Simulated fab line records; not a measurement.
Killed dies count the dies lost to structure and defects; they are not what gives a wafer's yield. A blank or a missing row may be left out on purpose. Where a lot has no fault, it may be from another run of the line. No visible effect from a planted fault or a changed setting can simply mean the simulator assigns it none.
Struck lot and sound lot, side by side -- flow n5 finfet -- 44 out of 1938 route steps
Sound: wafers L777.2, L777.4, L777.6. Struck: wafer L766.1 (L766.2, L766.5, from the same lot, were not struck and are left out); the cause is given at the end.
Each step with rows lists, per side, the tool, then ch with its chambers, then its first start. Under that, the readings that differ: sound wafers -- struck wafers -- difference of the means -- sigmas: that difference in standard deviations of wafers without a fault.
alike: words and numbers the same on both sides, and readings whose means are apart by under 2 such deviations; not compared: readings that were withheld, readings missing a value for some wafer, numbers with overlapping values and no deviation given by the record, and bounds like >300 which may hide the same value.
The two part at a step that has a row with sigmas, a row that says differs or no value, or rows on one side only. When numbers do not overlap yet have no deviation, they are printed without sigmas and do not part them. Lack of a reading on every wafer of one side parts them only where that side has two or more wafers.

first, 3 steps without rows for these wafers: N5_BEOL_M3_ANNEAL_95 (time 240 s); N5_BEOL_M3_SPUTTER_96 (material Cu, target thk 4.5 nm, time 8.29 s); N5_BEOL_M3_ECD_50 (material Cu, target thk 300 nm).
N5_BEOL_M3_ANNEAL_51: time 90 s.
  sound on rtp anneal-02 ch 0, day 11 23:08; struck on rtp anneal-01 ch 0, day 8 17:05
reading,sound,struck,difference,sigmas
wafer_temp_C_max,225.67 225.98 225.88,226.58,+0.74,+3
  alike: anneal temp c
then, 1 step without rows for these wafers: N5_BEOL_M3_CMP_52 (polishes, stops on SiOC, t overpolish 6.8 s, target thk 40 nm).
N5_BEOL_M3_THK_MEAS_53: measures by xrf.
  sound on film metro-02 at day 11 23:41; struck on film metro-02 at day 8 17:41
  alike: M3_THK
N5_BEOL_M3_PRE_CLEAN_60: time 15 s.
  sound on cvd co-01 ch 0,1,2, day 11 23:43; struck on cvd co-01 ch 1, day 8 17:43
  alike: heater power w
N5_BEOL_M3_CO_CAP_55: material Co, precursor CCTBA/H2, target thk 2 nm, time 102.1 s.
  sound on cvd co-01 ch 0,1,2, day 11 23:46; struck on cvd co-01 ch 1, day 8 17:46
  alike: heater power w
then, 2 steps without rows for these wafers: N5_BEOL_M3_PRE_CLEAN_56 (time 15 s); N5_BEOL_M3_DEP_57 (deposits SiCN from 3MS/NH3, target thk 8 nm, time 14 s).
N5_BEOL_M3_RS_MEAS_58: a four-point-probe measurement.
  sound on film metro-01 at day 11 23:56; struck on film metro-01 at day 8 17:56
  alike: M3_RS
N5_BEOL_M3_INSPECT_59: inspects for defects (darkfield).
  sound on defect inspect-01 at day 11 23:58; struck on defect inspect-02 at day 8 17:58
  alike: raw defect count
N5_BEOL_M4_ILD_DEP_00: deposits SiOC from DEMS/O2, target thk 79 nm, time 15.3 s.
  sound on pecvd-03 ch 0,1, day 12 00:01; struck on pecvd-03 ch 0, day 8 18:00
reading,sound,struck,difference,sigmas
model.SiOC_of_BEOL_M4_ILD_DEP_00.thk nm (nm),78.2 80.4 79.8,21.8,-57.7,
  alike: heater power w, showerhead plenum p Torr, throttle valve pct
N5_BEOL_M4_THK_MEAS_01:
  sound on film metro-02 at day 12 00:04; struck on film metro-01 at day 8 18:04
reading,sound,struck,difference,sigmas
M4_ILD_THK (nm),78.3 80.3 79.8,21.9,-57.6,-52
then, 11 steps without rows for these wafers: N5_BEOL_M4_PECVD_72 (deposits SiO2 from TEOS/O2, target thk 16 nm, time 18 s); N5_BEOL_M4_HM_DEP_02 (deposits TiN, target thk 20 nm); N5_BEOL_M4_COAT_61 (time 60 s, resist thk 60 nm); N5_BEOL_M4_COAT_62 (time 60 s, resist thk 12 nm); N5_BEOL_M4_COAT_73 (time 60 s, resist thk 5 nm); N5_BEOL_M4_COAT_05 (resist thk 30 nm); N5_BEOL_M4_EBR_07; N5_BEOL_M4_SOFTBAKE_06 (time 60 s); N5_BEOL_M4_EXPOSE_08 (exposes mask M4); N5_BEOL_M4_PEB_09 (peb time 60 s); N5_BEOL_M4_DEVELOP_10 (develop time 30 s).
N5_BEOL_M4_CD_MEAS_11: the cd target is 16.79 nm.
  sound on cd sem-03 ch 0, day 12 04:13; struck on cd sem-02 ch 0, day 8 18:34
  alike: cd nm
N5_BEOL_M4_OVL_MEAS_12:
  sound on overlay-02 ch 0, day 12 04:15; struck on overlay-01 ch 0, day 8 18:35
reading,sound,struck,difference,sigmas
M4_OVL (nm),-0.7 -0.5 -1.0,0.9,+1.6,+2
N5_BEOL_M4_INSPECT_13: inspects for defects (brightfield).
  sound on defect inspect-02 at day 12 04:18; struck on defect inspect-01 at day 8 18:38
  alike: raw defect count
N5_BEOL_M4_DESCUM_16: chemistry O2, time 7 s.
  sound on rie diel-06 ch 0,1,2, day 12 04:20; struck on rie diel-06 ch 3, day 8 18:41
  alike: drypump motor current A, oes product au, rf vpp V, showerhead plenum p Torr, temp c, throttle valve pct
  not compared: rf hours counter h
then, 5 steps without rows for these wafers: N5_BEOL_M4_ETCH_74 (etches underlayer in N2/H2, target depth 6.5 nm, time 5.2 s); N5_BEOL_M4_ETCH_63 (etches SiARC in CF4, target depth 15.6 nm, time 26 s); N5_BEOL_M4_ETCH_64 (etches SOC in N2/H2, target depth 75 nm, overetch 22.5 nm, time 121.9 s); N5_BEOL_M4_STRIP_65 (strips in N2/H2); N5_BEOL_M4_STRIP_75 (strips in N2/H2).
N5_BEOL_M4_STRIP_66: strips in CF4.
  sound on rie diel-06 ch 0,1,2, day 12 04:33; struck on rie diel-06 ch 3, day 8 18:53
  alike: drypump motor current A, oes product au, rf vpp V, showerhead plenum p Torr, throttle valve pct
  not compared: rf hours counter h
then, 2 steps without rows for these wafers: N5_BEOL_M4_HM_OPEN_17 (chemistry Cl2/BCl3, target TiN, target depth 20 nm, overetch 6 nm); N5_BEOL_M4_STRIP_19 (strips in O2).
N5_BEOL_M4_CD_MEAS_18: pitch 36 nm, target cd 18 nm.
  sound on cd sem-03 at day 12 04:58; struck on cd sem-01 at day 8 19:07
  alike: cd nm
then, 4 steps without rows for these wafers: N5_BEOL_M4_COAT_67 (time 60 s, resist thk 60 nm); N5_BEOL_M4_COAT_68 (time 60 s, resist thk 12 nm); N5_BEOL_M4_COAT_76 (time 60 s, resist thk 5 nm); N5_BEOL_M4_COAT_22 (resist thk 30 nm).
N5_BEOL_M4_CMP_52: polishes, stops on SiOC, t overpolish 6.8 s, target thk 40 nm.
  sound on cmp-02 ch 0,1, day 12 19:15; struck on cmp-01 ch 1, day 9 05:11
reading,sound,struck,difference,sigmas
model.SiOC_of_BEOL_M4_ILD_DEP_00.thk nm (nm),75.2 77.4 76.8,18.8,-57.7,
  alike: clearing platen rpm, motor current A
N5_BEOL_M4_RC_MEAS_101:
  the record has rows for the sound wafers here (prober-02 ch 0, day 12 20:07) and none for the struck ones

== WHERE THEY PART ==
At N5_BEOL_M3_ANNEAL_51 first; at N5_BEOL_M4_RC_MEAS_101 last (within this record only).

WHY: what the simulator had put in
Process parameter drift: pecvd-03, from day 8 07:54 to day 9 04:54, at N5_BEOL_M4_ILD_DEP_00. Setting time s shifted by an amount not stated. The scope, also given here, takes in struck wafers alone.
